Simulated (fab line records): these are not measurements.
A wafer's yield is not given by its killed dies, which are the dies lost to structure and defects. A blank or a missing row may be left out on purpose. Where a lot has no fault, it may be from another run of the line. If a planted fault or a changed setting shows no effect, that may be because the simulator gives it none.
What tool caused it? ; flow nand-harc ; 33 wafers from 11 lots sampled at 3 of the route's 1302 steps

## WHAT THE GAUGES READ, wafer by wafer
NHARC_A_CHANNEL_FILL_D2_INSPECT_13.
lot;measured;on;raw-defect-count
L076;day 15 16:53;defect-inspect-02;308 458 386
L078;day 16 22:11;defect-inspect-02;454 298 315
L080;day 17 23:20;defect-inspect-01;243 385 359
L083;day 19 14:37;defect-inspect-02;487 407 467
L085;day 20 01:10;defect-inspect-01;477 370 462
L087;day 21 09:47;defect-inspect-01;403 299 337
L089;day 21 18:56;defect-inspect-01;315 258 422
L091;day 22 06:41;defect-inspect-02;376 316 587
L093;day 23 19:08;defect-inspect-01;176 312 324
L097;day 24 20:25;defect-inspect-02;258 275 233
L096;day 25 02:25;defect-inspect-01;618 275 309

## EACH LOT AND THE TOOL THAT RAN IT (in order: tool; ch and the chambers of the sampled wafers; start)
lot;NHARC_A_CHANNEL_HOLE_D2_ETCH_19;NHARC_A_CHANNEL_HOLE_D2_ETCH_21
L076;har-etch-01 ch 0,1, day 13 10:41;har-etch-01 ch 0,1, day 13 11:10
L078;har-etch-01 ch 0,1, day 14 16:43;har-etch-01 ch 0,1, day 14 17:09
L080;har-etch-01 ch 0,1, day 15 16:34;har-etch-01 ch 0,1, day 15 16:59
L083;har-etch-01 ch 0,1, day 17 07:59;har-etch-01 ch 0,1, day 17 08:28
L085;har-etch-01 ch 0,1, day 17 19:45;har-etch-01 ch 0,1, day 17 20:10
L087;har-etch-02 ch 0,1, day 19 03:42;har-etch-02 ch 0,1, day 19 04:11
L089;har-etch-01 ch 0,1, day 19 13:19;har-etch-01 ch 0,1, day 19 13:52
L091;har-etch-02 ch 0,1, day 20 03:12;har-etch-02 ch 0,1, day 20 03:38
L093;har-etch-01 ch 0,1, day 21 12:37;har-etch-01 ch 0,1, day 21 13:10
L097;har-etch-02 ch 0,1, day 22 15:01;har-etch-02 ch 0,1, day 22 15:33
L096;har-etch-02 ch 0,1, day 22 19:09;har-etch-02 ch 0,1, day 22 19:34
- NHARC_A_CHANNEL_HOLE_D2_ETCH_19: etches the open film in C4F8/O2/Ar, time 34.5 s.
- NHARC_A_CHANNEL_HOLE_D2_ETCH_21: etches the open film in C4F8/O2/Ar, time 514.3 s, target depth 1600 nm.

## THE ANSWER, worked out from the rows above alone
Rule: what is usual is taken from the lots themselves. The widest of any qualifying gaps counts: lots, ordered by their means at a reading, are off when they make up no more than a third of the lots, leave a main group of 4 or more, and stand apart from it by 3 or more times the standard deviation of that group's means. A main group is skipped when, at the precision printed for the reading in the tables above, its means are all equal. A lot without any number at a reading at which 4 lots or more have one is off too. Where the step has rows for the other lots, those lots are counted as sound.
None of the lots is off at any reading shown; this tells nothing.

## WHAT THE SIMULATOR PUT IN
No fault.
